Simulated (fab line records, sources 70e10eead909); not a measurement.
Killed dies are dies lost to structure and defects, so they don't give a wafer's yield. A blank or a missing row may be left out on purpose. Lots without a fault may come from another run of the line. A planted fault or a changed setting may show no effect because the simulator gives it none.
fab line records | flow nand_harc
record lots=5 wafers=15 last_day=33
route steps=1302 shown P_GATE@185 END@1302
lots that met no fault: from a run of the same line without faults
start_h: hours from the record's first day to the start of the lot's first wafer shown | wait_h: hours since the lot's step before | " the same as in the row above | L1.1+2: a row that stands for several wafers | - no value, or no start given | * or withheld: withheld | < > ~ a bound
route shown NAME@n: a module of which the file shows steps, and the number in the route of the first | usual: mean/standard deviation of fault-free wafers | same: alike in all rows | chamber/n: place in a boat | sites: the reading at each site | _std_site: their standard deviation | _edge_site: outer sites' mean less inner sites' | radius_mm: how far each site lies from the wafer's centre | mask NAME#n: copy n | behind: the tool/chamber that last shaped the wafer | hold: why the lot was held/for how many hours/how that ended | device: the transistor (n, p or np) that didn't switch | end of line: the same wafers' tests at the end of the route | a step without rows: its recipe alone | killed: dies lost to structure and defects at the first sort, not the wafer's yield | map: a wafer's dies, x killed, . not, _ none there
set.NAME: the setting as run; set.NAME@STEP: as run at that earlier step | model.NAME: the simulator's own value behind a step, which no gauge read
lots at some steps of the route; a table a step, a row a wafer
services: from which hour (start_h, from the record's first day; less than 0 if before it) a tool's chamber was out of use, for how many hours, and why
## steps
# step NHARC_P_GATE_CD_MEAS_59
# recipe target_cd_nm=720 landing_energy_ev=500
# usual cd_nm=720.0/1
# columns lot.wafer tool chamber start_h wait_h cd_nm
L496.1 cd_sem-03 0 121.68 - 719.8
L496.2 " 0 " " 718.7
L496.3 " 0 " " 720.2
L506.1 cd_sem-02 0 223.31 - 720.3
L506.3 " 0 " " 720.3
L506.6 " 0 " " 719.6
L511.3 cd_sem-02 0 265.10 - 720.8
L511.4 " 0 " " 721.3
L511.6 " 0 " " 720.1
L512.1 cd_sem-02 0 276.95 - 719.8
L512.3 " 0 " " 719.1
L512.6 " 0 " " 718.0
L518.2 cd_sem-03 0 339.83 - 721.3
L518.5 " 0 " " 723.0
L518.6 " 0 " " 721.1
# step NHARC_P_GATE_HARDBAKE_60
# recipe temp_c=125 time_s=80
# step NHARC_P_GATE_DESCUM_61
# recipe time_s=3 o2_flow_sccm=200 ar_flow_sccm=0 bias_power_w=0 chemistry=O2
# usual drypump_motor_current_A=5.4/0.33 oes_product_au=1.001/0.0075 rf_vpp_V=57.8/0.88 showerhead_plenum_p_Torr=1.92/0.078 throttle_valve_pct=11.311/0.0089
# columns lot.wafer tool chamber start_h wait_h drypump_motor_current_A oes_product_au rf_hours_counter_h rf_vpp_V showerhead_plenum_p_Torr throttle_valve_pct
L496.3 rie_diel-06 3 121.84 - 5.6 0.991 13 58.0 2.01 11.312
L496.1 " 1 " " 5.0 0.999 13 57.1 1.82 11.306
L496.2 " 2 " " 5.6 1.005 12 56.1 1.89 11.313
L506.1 rie_diel-07 3 223.48 - 5.8 1.003 6 58.5 1.93 11.308
L506.3 " 0 " " 5.9 1.002 7 58.3 1.99 11.304
L506.6 " 2 " " 5.1 1.002 - 57.7 1.79 11.318
L511.3 rie_diel-09 0 265.29 - 5.6 1.017 4 58.9 2.00 11.300
L511.4 " 1 " " 4.8 1.012 4 57.1 1.96 11.320
L511.6 " 3 " " 5.8 0.998 - 56.6 1.81 11.321
L512.1 rie_diel-07 1 277.11 - 5.7 1.007 10 59.8 1.99 11.315
L512.3 " 2 " " 5.1 1.018 9 56.7 1.79 11.314
L512.6 " 2 " " 5.1 1.008 - 56.1 1.79 11.310
L518.2 rie_diel-06 3 340.00 - 5.6 1.015 1 58.2 2.01 11.315
L518.6 " 2 " " 5.6 1.008 - 57.1 1.88 11.315
L518.5 " 3 " " 5.5 1.008 - 57.9 2.01 11.305
# step NHARC_P_GATE_IMPLANT_62
# recipe energy_kev=20 dose_cm2=3e+15 tilt_deg=7
# step NHARC_P_GATE_STRIP_112
# recipe power_w=1500 temp_c=110 time_s=200 chemistry=N2/H2
# usual drypump_motor_current_A=5.3/0.34 heater_power_w=89/6.6 rf_refl_power_W=18/5.3
# columns lot.wafer tool chamber start_h wait_h drypump_motor_current_A heater_power_w rf_hours_counter_h rf_refl_power_W
L496.2 plasma_asher-01 0 122.23 0.2 5.7 82 26 11
L496.1 " 1 " " 4.6 89 26 18
L496.3 " 1 " " 4.6 88 - 19
L506.1 plasma_asher-02 0 223.88 0.2 5.4 86 27 15
L506.3 " 0 " " 5.4 84 - 15
L506.6 " 1 " " 5.4 98 - 25
L511.3 plasma_asher-01 0 265.72 0.2 5.7 83 - 11
L511.4 " 1 " " 4.6 85 - 18
L511.6 " 0 " " 5.7 85 - 11
L512.1 plasma_asher-02 0 277.52 0.2 5.4 87 8 15
L512.3 " 0 " " 5.4 88 - 15
L512.6 " 0 " " 5.4 90 - 15
L518.2 plasma_asher-02 1 340.40 0.2 5.4 100 19 25
L518.6 " 0 " " 5.3 86 - 15
L518.5 " 1 " " 5.4 97 - 24
# step NHARC_P_GATE_STRIP_76
# recipe power_w=1500 temp_c=250 chemistry=O2
# usual drypump_motor_current_A=5.3/0.34 heater_power_w=334/24 rf_refl_power_W=18/5.2
# columns lot.wafer tool chamber start_h wait_h drypump_motor_current_A heater_power_w rf_hours_counter_h rf_refl_power_W
L496.2 plasma_asher-01 0 122.49 0.2 5.7 311 27 10
L496.1 " 1 " " 4.6 326 27 18
L496.3 " 1 " " 4.6 325 - 17
L506.1 plasma_asher-02 0 224.11 0.2 5.4 315 27 14
L506.3 " 0 " " 5.4 325 - 15
L506.6 " 1 " " 5.4 370 - 25
L511.3 plasma_asher-01 0 265.91 0.2 5.7 314 - 11
L511.4 " 1 " " 4.6 316 - 18
L511.6 " 0 " " 5.7 316 - 11
L512.1 plasma_asher-02 0 277.75 0.2 5.4 332 8 15
L512.3 " 0 " " 5.4 323 - 15
L512.6 " 0 " " 5.4 325 - 15
L518.2 plasma_asher-02 1 340.62 0.2 5.4 371 20 24
L518.6 " 0 " " 5.4 327 - 16
L518.5 " 1 " " 5.4 363 - 25
# step NHARC_P_GATE_STRIP_63
# recipe time_s=900 temp_c=130 chemistry=SPM
# step NHARC_P_GATE_DEHYDRATE_83
# recipe temp_c=150 time_s=120
# step NHARC_P_GATE_HMDS_84
# recipe time_s=30
# step NHARC_P_GATE_COAT_85
# recipe spin_rpm=3000
# step NHARC_P_GATE_SOFTBAKE_86
# recipe temp_c=122 time_s=95
# step NHARC_P_GATE_EBR_87
# step NHARC_P_GATE_EXPOSE_88
# recipe na=0.6 target_cd_nm=2000 dose_mj=11.87 mask_id=P_HVN
# columns lot.wafer tool chamber start_h wait_h mask
L496.1+2+3 krf_scanner-01 0 123.12 - P_HVN#0
L506.1+3+6 krf_scanner-03 0 224.92 - P_HVN#0
L511.3+4+6 krf_scanner-01 0 266.66 - P_HVN_R1#0
L512.1+3+6 krf_scanner-01 0 278.37 - P_HVN#0
L518.2+5+6 krf_scanner-03 0 341.38 - P_HVN#0
# step NHARC_P_GATE_PEB_89
# recipe peb_temp_c=118 peb_time_s=85
# step NHARC_P_GATE_DEVELOP_90
# recipe time_s=70
# step NHARC_P_GATE_CD_MEAS_91
# recipe target_cd_nm=2000 landing_energy_ev=500
# usual cd_nm=1999.8/1.1
# columns lot.wafer tool chamber start_h wait_h hold cd_nm
L496.1 cd_sem-01 0 123.28 - - 2000.0
L496.2 " 0 " " - 2000.0
L496.3 " 0 " " - 2000.4
L506.1 cd_sem-03 0 225.07 - - 1999.0
L506.3 " 0 " " - 1998.9
L506.6 " 0 " " - 2000.3
L511.3 cd_sem-03 0 266.81 - await_dispo/0.2h/release 1977.4
L511.4 " 0 " " await_dispo/0.2h/release 1976.9
L511.6 " 0 " " await_dispo/0.2h/release 1977.8
L511.3 cd_sem-03 0 - - - 1976.9
L511.4 " 0 " " - 1977.4
L511.6 " 0 " " - 1978.3
L512.1 cd_sem-02 0 278.53 - - 2000.6
L512.3 " 0 " " - 2001.1
L512.6 " 0 " " - 2000.8
L518.2 cd_sem-03 0 341.53 - - 2000.0
L518.5 " 0 " " - 1999.2
L518.6 " 0 " " - 1998.7
# step NHARC_P_GATE_DESCUM_93
# recipe time_s=3 o2_flow_sccm=200 ar_flow_sccm=0 bias_power_w=0 chemistry=O2
# usual drypump_motor_current_A=5.4/0.32 oes_product_au=1.002/0.0071 rf_vpp_V=57.8/0.88 showerhead_plenum_p_Torr=1.92/0.075 throttle_valve_pct=11.311/0.0091
# columns lot.wafer tool chamber start_h wait_h drypump_motor_current_A oes_product_au rf_hours_counter_h rf_vpp_V showerhead_plenum_p_Torr throttle_valve_pct model.P_GATE.cd_nm
L496.3 rie_diel-06 3 123.45 - 5.6 1.001 14 57.5 2.01 11.299 2001
L496.1 " 0 " " 5.2 1.000 13 59.2 1.96 11.327 2000
L496.2 " 1 " " 5.0 1.009 14 57.1 1.82 11.318 2000
L506.3 rie_diel-06 3 225.25 - 5.5 0.998 5 59.2 2.01 11.315 1999
L506.1 " 1 " " 5.0 1.006 4 57.5 1.82 11.298 2000
L506.6 " 2 " " 5.6 0.993 - 58.1 1.89 11.315 2000
L512.3 rie_diel-06 3 278.71 - 5.6 0.993 8 57.1 2.01 11.316 2001
L512.1 " 0 " " 5.3 0.998 7 57.6 1.96 11.324 719.9
L512.6 " 2 " " 5.6 0.993 - 57.1 1.89 11.305 2000
L511.3 rie_diel-09 1 283.95 - 4.8 1.011 4 60.0 1.96 11.317 1977
L511.4 " 3 " " 5.7 1.007 4 58.7 1.80 11.324 1977
L511.6 " 0 " " 5.6 1.010 - 57.6 2.00 11.313 1978
L518.2 rie_diel-06 2 341.69 - 5.6 1.002 1 58.8 1.88 11.299 2000
L518.5 " 2 " " 5.6 0.994 - 58.4 1.88 11.306 1999
L518.6 " 3 " " 5.5 1.000 - 60.3 2.01 11.322 1999
# step NHARC_P_GATE_IMPLANT_94
# recipe energy_kev=60 dose_cm2=2e+15 tilt_deg=7
# step NHARC_END_SORT_01
# recipe temp_c=25
# usual killed_at_array=55/17 killed_at_other=1.1/1.4 killed_at_periphery=3.9/3 killed_dies=59/17 killed_open=3.5/2 killed_short=2.6/1.6
# same gross_dies=677
# columns lot.wafer tool chamber start_h wait_h killed_at_array killed_at_other killed_at_periphery killed_dies killed_open killed_short
L511.4 prober-02 0 721.62 3.4 55 1 2 58 4 2
L511.6 prober-02 0 723.21 4.0 68 0 1 69 6 0
# killed by level:class
L511.4 A_SLIT:chamber_film_flake=30 A_CHANNEL_HOLE_D1:chamber_film_flake=17 P_CONTACT:geometric_particle:open=2 A_STAIRCASE:chamber_film_flake=2 A_ONON_D1:geometric_particle:short=1 A_CHANNEL_HOLE_D2:geometric_particle:open=1 A_CHANNEL_HOLE_D2:geometric_particle:short=1 A_CHANNEL_FILL_D2:geometric_particle:open=1
L511.6 A_SLIT:chamber_film_flake=32 A_CHANNEL_HOLE_D1:chamber_film_flake=23 A_CONTACT:chamber_film_flake=5 A_SOURCE_PLATE:geometric_particle:open=1 A_ONON_D1:geometric_particle:open=1 A_CHANNEL_FILL_D1:geometric_particle:open=1 A_CHANNEL_FILL_D2:geometric_particle:open=1 A_BLC:geometric_particle:open=1
## services
# columns tool chamber start_h hours kind
krf_scanner-01 - 103.90 3.2 repair
rie_diel-07 2 104.51 5.0 repair
krf_scanner-01 - 114.62 0.8 repair
rie_diel-07 - 117.20 9.0 pm
rie_diel-06 0 119.30 3.1 repair
rie_diel-06 - 130.20 9.0 pm
krf_scanner-01 - 140.00 4.0 pm
rie_diel-09 - 143.10 9.0 pm
rie_diel-09 0 163.07 6.6 repair
rie_diel-07 1 172.11 5.1 repair
plasma_asher-01 - 178.44 9.0 pm
rie_diel-07 3 200.40 4.0 repair
plasma_asher-02 - 206.38 2.4 repair
plasma_asher-02 - 212.58 2.8 repair
krf_scanner-03 - 225.10 4.0 pm
rie_diel-09 1 240.36 4.9 repair
rie_diel-09 2 243.48 5.8 repair
plasma_asher-02 - 249.39 9.0 pm
plasma_asher-01 - 266.46 5.2 repair
rie_diel-09 - 270.74 13.2 repair
krf_scanner-03 - 278.13 0.9 repair
rie_diel-06 1 304.02 5.5 repair
rie_diel-06 - 307.20 9.0 pm
krf_scanner-01 - 312.00 4.0 pm
## key
first_sign step=NHARC_P_GATE_EXPOSE_88 reading=mask direction=changed
effect step=NHARC_P_GATE_CD_MEAS_91 reading=visit direction=added
effect step=NHARC_P_GATE_CD_MEAS_91 reading=cd_nm direction=down sigmas=20 usual=1999.8 struck=1977.4
model_effect step=NHARC_P_GATE_DESCUM_93 value=P_GATE.cd_nm without=1999 struck=1978
met_at NHARC_P_GATE_EXPOSE_88
struck_wafers L511.3,L511.4,L511.6
tester_left_out L511
onset_between 123.12 266.66
fault kind=wrong_mask tool=any chamber=- onset_h=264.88 steps=NHARC_P_GATE_EXPOSE_88 aux_copy=P_HVN_R1#0 cd_offset_nm=-21.724 scope=struck_lots_only
# tester_left_out: of these lots the tester's yield and bins aren't shown, on N5 and GAA mostly nor the transistor test; their killed dies are dies lost to structure and defects alone, not to doping, threshold or leakage, so they don't give the yield
